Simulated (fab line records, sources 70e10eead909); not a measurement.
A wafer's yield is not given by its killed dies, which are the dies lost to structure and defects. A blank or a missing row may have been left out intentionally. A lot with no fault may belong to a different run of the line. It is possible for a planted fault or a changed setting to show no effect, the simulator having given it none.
fab line records ; flow nandHarc ; part 2 of 2: steps 25 to 33 of 33
record lots=5; wafers=15; lastDay=30
route steps=1302 shown P_BONDPAD@352
lots with no fault: from the same line, run without faults
startH: start of the lot's first displayed wafer, in hours after the record's first day ; waitH: hours elapsed since this lot's preceding step ; " as in the row above ; L1.1+2: a row that stands for several wafers ; - no value, or no start was given ; * or withheld: withheld ; < > ~ a bound
route shown NAME@n: NAME is a module with steps in the file, n the number in the route of the first one ; usual: mean/standard deviation of fault-free wafers ; same: alike in all rows ; chamber/n: place in a boat ; sites: each site's reading ; _std_site: their standard deviation ; _edge_site: outer sites' mean less inner sites' ; radiusMm: how far each site lies from the wafer's centre ; mask NAME#n: copy n ; behind: the most recent tool/chamber to have shaped the wafer ; hold: the reason the lot was held/the length of the hold in hours/how it ended ; device: names the non-switching transistor (n, p or np) ; end of line: the same wafers' tests at the end of the route ; step lacking rows: just its recipe ; killed: count of dies lost to structure and defects at first sort (not the wafer's yield) ; map: a wafer's dies, marking killed ones x, the rest . and places with no die _
set.NAME: the setting the step ran with; set.NAME@STEP: the setting that earlier step ran with ; model.NAME: the simulator's own value behind a step, which no gauge read
lots at some steps of the route; a table a step, a row a wafer
services: a tool's chamber out of use, with start hour (startH, from the record's first day; less than 0 if before it), hours out, and reason
## steps
# step NHARC_P_BONDPAD_PVD_17
# recipe targetThkA=50; biasV=168.6; powerW=15000; chamberPressurePa=0.12; timeS=8.06; substrateTempC=50; material=TaN
# usual biasV=168.4/1.6; cathodeDcPowerW=15000/2.5; throttleValvePct=30.0/1
lot.wafer;tool;chamber;startH;waitH;biasV;cathodeDcPowerW;throttleValvePct
L075.4;pvdSputter-02;-;-;-;168.9;15000;28.4
L075.5;pvdSputter-02;-;-;-;167.7;15003;28.5
L075.6;pvdSputter-02;-;-;-;166.4;14996;31.2
L083.3;pvdSputter-02;-;-;-;169.0;14998;28.6
L083.4;pvdSputter-02;-;-;-;168.3;14998;31.2
L083.5;pvdSputter-02;-;-;-;168.0;15002;28.9
L084.4;pvdSputter-02;-;-;-;169.8;15002;28.5
L084.3;pvdSputter-02;-;-;-;172.1;15000;31.3
L084.5;pvdSputter-02;-;-;-;170.6;15002;28.6
L085.4;pvdSputter-01;-;-;-;165.9;15004;30.8
L085.2;pvdSputter-01;-;-;-;167.3;14997;31.2
L085.5;pvdSputter-01;-;-;-;171.6;15003;30.8
L090.2;pvdSputter-01;-;-;-;167.6;15002;30.8
L090.4;pvdSputter-01;-;-;-;166.8;14997;30.8
L090.5;pvdSputter-01;-;-;-;167.9;15000;30.8
# step NHARC_P_BONDPAD_PVD_27
# recipe targetThkA=300; chamberPressurePa=5; powerW=5000; substrateTempC=30; timeS=20.49; material=Cu
# usual cathodeDcPowerW=4999.9/0.92; throttleValvePct=30.0/1.1
lot.wafer;tool;chamber;startH;waitH;cathodeDcPowerW;throttleValvePct
L075.4;pvdSputter-02;-;-;-;4998.4;31.1
L075.6;pvdSputter-02;-;-;-;4999.5;31.4
L075.5;pvdSputter-02;-;-;-;5000.6;29.5
L083.3;pvdSputter-02;-;-;-;5002.1;28.6
L083.4;pvdSputter-02;-;-;-;4998.9;31.4
L083.5;pvdSputter-02;-;-;-;4998.9;28.6
L084.3;pvdSputter-02;-;-;-;4998.9;28.4
L084.4;pvdSputter-02;-;-;-;5000.6;31.3
L084.5;pvdSputter-02;-;-;-;4999.6;28.2
L085.4;pvdSputter-01;-;-;-;5000.3;30.9
L085.2;pvdSputter-01;-;-;-;5001.9;29.1
L085.5;pvdSputter-01;-;-;-;5000.6;30.9
L090.2;pvdSputter-01;-;-;-;4998.3;30.9
L090.4;pvdSputter-01;-;-;-;5001.3;29.3
L090.5;pvdSputter-01;-;-;-;5001.4;30.7
# step NHARC_P_BONDPAD_ECD_18
# recipe targetThkA=4000; bathTempC=25; material=Cu
# usual bathTempC=24.99/0.094
lot.wafer;tool;chamber;startH;waitH;bathTempC
L075.4;ecdCu-01;0;195.40;-;25.20
L075.5;ecdCu-01;1;195.40;-;24.94
L075.6;ecdCu-01;0;195.40;-;25.13
L083.4;ecdCu-02;0;234.97;-;24.98
L083.3;ecdCu-02;1;234.97;-;24.99
L083.5;ecdCu-02;0;234.97;-;24.91
L084.3;ecdCu-01;0;235.98;-;25.09
L084.4;ecdCu-01;1;235.98;-;25.00
L084.5;ecdCu-01;1;235.98;-;25.00
L085.2;ecdCu-01;0;254.42;-;24.98
L085.4;ecdCu-01;0;254.42;-;25.02
L085.5;ecdCu-01;1;254.42;-;24.94
L090.2;ecdCu-02;0;291.75;-;24.99
L090.4;ecdCu-02;0;291.75;-;25.09
L090.5;ecdCu-02;1;291.75;-;24.87
# step NHARC_P_BONDPAD_ANNEAL_28
# recipe tempC=225; timeS=90
# usual wafer_temp_C_max=225.90/0.27
lot.wafer;tool;chamber;startH;waitH;wafer_temp_C_max
L075.4;rtpAnneal-01;0;195.78;0.3;225.68
L075.5;rtpAnneal-01;0;195.78;0.3;226.01
L075.6;rtpAnneal-01;0;195.78;0.3;225.77
L083.3;rtpAnneal-01;0;235.35;0.3;226.22
L083.4;rtpAnneal-01;0;235.35;0.3;225.85
L083.5;rtpAnneal-01;0;235.35;0.3;225.61
L084.3;rtpAnneal-02;0;236.37;-;226.00
L084.4;rtpAnneal-02;0;236.37;-;225.83
L084.5;rtpAnneal-02;0;236.37;-;225.50
L085.2;rtpAnneal-01;0;254.85;0.4;225.88
L085.4;rtpAnneal-01;0;254.85;0.4;225.96
L085.5;rtpAnneal-01;0;254.85;0.4;226.06
L090.2;rtpAnneal-02;0;292.17;-;225.59
L090.4;rtpAnneal-02;0;292.17;-;225.58
L090.5;rtpAnneal-02;0;292.17;-;225.75
# step NHARC_P_BONDPAD_CMP_19
# recipe tOverpolishS=30; cuRecessTouchS=16; targetThkNm=160.81
# usual motorCurrentA=12.1/1.9; overpolishRunS=29.999/0.0086; slurryFilterDpKPa=13.50/0.15; slurryFlowMlMin=150.0/0.45
lot.wafer;tool;chamber;startH;waitH;motorCurrentA;overpolishRunS;slurryFilterDpKPa;slurryFlowMlMin
L075.4;cmp-01;0;195.97;-;17.1;29.997;13.68;150.0
L075.6;cmp-01;0;195.97;-;16.5;29.988;13.46;149.5
L075.5;cmp-01;1;195.97;-;11.2;30.012;13.46;150.2
L083.3;cmp-03;0;235.59;-;14.0;30.006;13.25;149.8
L083.4;cmp-03;3;235.59;-;11.7;29.981;13.58;150.5
L083.5;cmp-03;1;235.59;-;11.3;30.015;13.27;149.0
L084.3;cmp-03;1;236.64;-;12.1;30.007;13.47;150.3
L084.4;cmp-03;2;236.64;-;9.8;29.998;13.23;149.5
L084.5;cmp-03;1;236.64;-;11.5;29.995;13.66;149.9
L085.4;cmp-01;1;255.21;-;11.5;29.990;13.65;149.8
L085.2;cmp-01;2;255.21;-;10.2;30.003;13.38;149.9
L085.5;cmp-01;0;255.21;-;16.6;30.016;13.54;149.1
L090.2;cmp-01;2;292.47;-;10.9;29.994;13.54;149.5
L090.4;cmp-01;0;292.47;-;16.3;30.002;13.51;149.8
L090.5;cmp-01;3;292.47;-;11.5;29.991;13.58;149.2
# step NHARC_P_BONDPAD_THK_MEAS_20
# recipe thkMeasGauge=xrf
# usual thkNm=160.9/1.6
lot.wafer;tool;chamber;startH;waitH;thkNm
L075.4;filmMetro-01;-;196.29;-;159.5
L075.5;filmMetro-01;-;196.29;-;159.6
L075.6;filmMetro-01;-;196.29;-;161.1
L083.3;filmMetro-01;-;235.92;-;161.3
L083.4;filmMetro-01;-;235.92;-;159.2
L083.5;filmMetro-01;-;235.92;-;160.3
L084.3;filmMetro-02;-;236.93;-;161.2
L084.4;filmMetro-02;-;236.93;-;164.7
L084.5;filmMetro-02;-;236.93;-;161.7
L085.2;filmMetro-02;-;255.47;-;161.6
L085.4;filmMetro-02;-;255.47;-;162.4
L085.5;filmMetro-02;-;255.47;-;163.8
L090.2;filmMetro-02;-;292.79;-;160.3
L090.4;filmMetro-02;-;292.79;-;161.5
L090.5;filmMetro-02;-;292.79;-;163.6
# step NHARC_P_BONDPAD_SRD_21
# recipe timeS=30; tempC=23; dryTimeS=20; spinRpm=1500
# usual tempC=23.01/0.11
lot.wafer;tool;chamber;startH;waitH;tempC
L075.4;wetBench-10;5;196.33;0.0;23.08
L075.5;wetBench-10;6;196.33;0.0;22.94
L075.6;wetBench-10;7;196.33;0.0;23.02
L083.5;wetBench-08;7;235.96;0.0;22.96
L083.4;wetBench-08;0;235.96;0.0;22.77
L083.3;wetBench-08;1;235.96;0.0;23.00
L084.5;wetBench-08;7;236.97;0.0;22.94
L084.3;wetBench-08;1;236.97;0.0;23.19
L084.4;wetBench-08;2;236.97;0.0;22.98
L085.5;wetBench-10;7;255.52;0.0;23.18
L085.2;wetBench-10;1;255.52;0.0;23.08
L085.4;wetBench-10;2;255.52;0.0;23.03
L090.4;wetBench-10;0;292.83;0.0;23.21
L090.5;wetBench-10;1;292.83;0.0;23.09
L090.2;wetBench-10;3;292.83;0.0;22.97
# step NHARC_P_BONDPAD_INSPECT_23
# usual rawDefectCount=335/120
lot.wafer;tool;chamber;startH;waitH;rawDefectCount
L075.4;defectInspect-01;-;196.51;0.0;353
L075.5;defectInspect-01;-;196.51;0.0;292
L075.6;defectInspect-01;-;196.51;0.0;609
L083.3;defectInspect-01;-;236.12;0.0;250
L083.4;defectInspect-01;-;236.12;0.0;192
L083.5;defectInspect-01;-;236.12;0.0;262
L084.3;defectInspect-01;-;237.15;0.0;286
L084.4;defectInspect-01;-;237.15;0.0;304
L084.5;defectInspect-01;-;237.15;0.0;242
L085.2;defectInspect-01;-;255.70;0.0;350
L085.4;defectInspect-01;-;255.70;0.0;264
L085.5;defectInspect-01;-;255.70;0.0;409
L090.2;defectInspect-01;-;293.00;0.0;350
L090.4;defectInspect-01;-;293.00;0.0;613
L090.5;defectInspect-01;-;293.00;0.0;540
# step NHARC_P_BONDPAD_ACTIVATE_29
# recipe timeS=60; n2FlowSccm=200; arFlowSccm=0; biasPowerW=0; chemistry=N2
# usual drypumpMotorCurrentA=5.8/0.34; n2FlowSccm=200.0/0.68; oesProductAu=0.999/0.011; rfVppV=64.5/0.9; showerheadPlenumPTorr=1.83/0.069
lot.wafer;tool;chamber;startH;waitH;drypumpMotorCurrentA;n2FlowSccm;oesProductAu;rfHoursCounterH;rfVppV;showerheadPlenumPTorr
L075.4;rieDiel-03;3;196.58;0.1;6.0;201.1;0.996;5.5;64.9;1.85
L075.6;rieDiel-03;2;196.58;0.1;5.4;200.5;1.011;-;63.7;1.67
L075.5;rieDiel-03;3;196.58;0.1;6.0;201.1;0.987;-;65.4;1.85
L083.4;rieDiel-02;1;236.21;0.1;6.1;200.3;1.016;1.7;64.9;1.78
L083.3;rieDiel-02;2;236.21;0.1;6.1;200.2;1.003;1.3;64.2;1.85
L083.5;rieDiel-02;0;236.21;0.1;6.0;200.8;0.997;-;64.5;1.86
L084.3;rieDiel-10;0;237.25;0.1;6.0;200.2;0.993;3.2;64.2;1.87
L084.5;rieDiel-10;2;237.25;0.1;5.7;199.8;0.994;-;66.4;1.91
L084.4;rieDiel-10;0;237.25;0.1;6.0;199.6;0.996;-;65.0;1.87
L085.4;rieDiel-10;3;255.76;0.1;6.0;200.2;0.985;0.1;63.7;1.84
L085.2;rieDiel-10;1;255.76;0.1;6.0;200.6;0.995;0.1;64.2;1.78
L085.5;rieDiel-10;0;255.76;0.1;6.0;199.5;0.990;-;65.7;1.87
L090.2;rieDiel-10;0;293.06;0.1;6.0;200.9;0.988;1.1;64.1;1.87
L090.4;rieDiel-10;1;293.06;0.1;5.9;201.0;1.001;1.5;65.0;1.78
L090.5;rieDiel-10;0;293.06;0.1;6.0;200.2;0.986;-;65.2;1.87
## services
tool;chamber;startH;hours;kind
pvdSputter-02;-;171.88;1.2;repair
cmp-04;-;177.50;1.0;repair
krfScanner-04;-;182.00;4.0;pm
cmp-01;-;187.68;4.0;pm
ecdCu-02;-;192.21;0.5;repair
wetBench-08;-;192.80;1.4;repair
cmp-04;-;210.72;4.0;pm
pvdSputter-01;-;214.85;2.3;repair
rieDiel-02;-;216.70;9.0;pm
pvdSputter-01;-;226.00;10.0;pm
lithoTrack-02;-;227.00;7.0;pm
cmp-01;-;234.88;0.9;repair
rieDiel-10;3;236.96;3.5;repair
rieDiel-10;-;242.50;9.0;pm
cmp-03;-;262.55;4.0;pm
rieDiel-10;0;263.82;7.1;repair
cmp-01;-;266.81;0.5;repair
rieDiel-02;1;270.43;9.6;repair
cmp-01;-;273.43;3.3;repair
lithoTrack-03;-;275.00;7.0;pm
cmp-01;-;279.71;1.9;repair
rieDiel-03;-;281.30;9.0;pm
pvdSputter-02;-;282.00;10.0;pm
cmp-01;-;285.68;4.0;pm
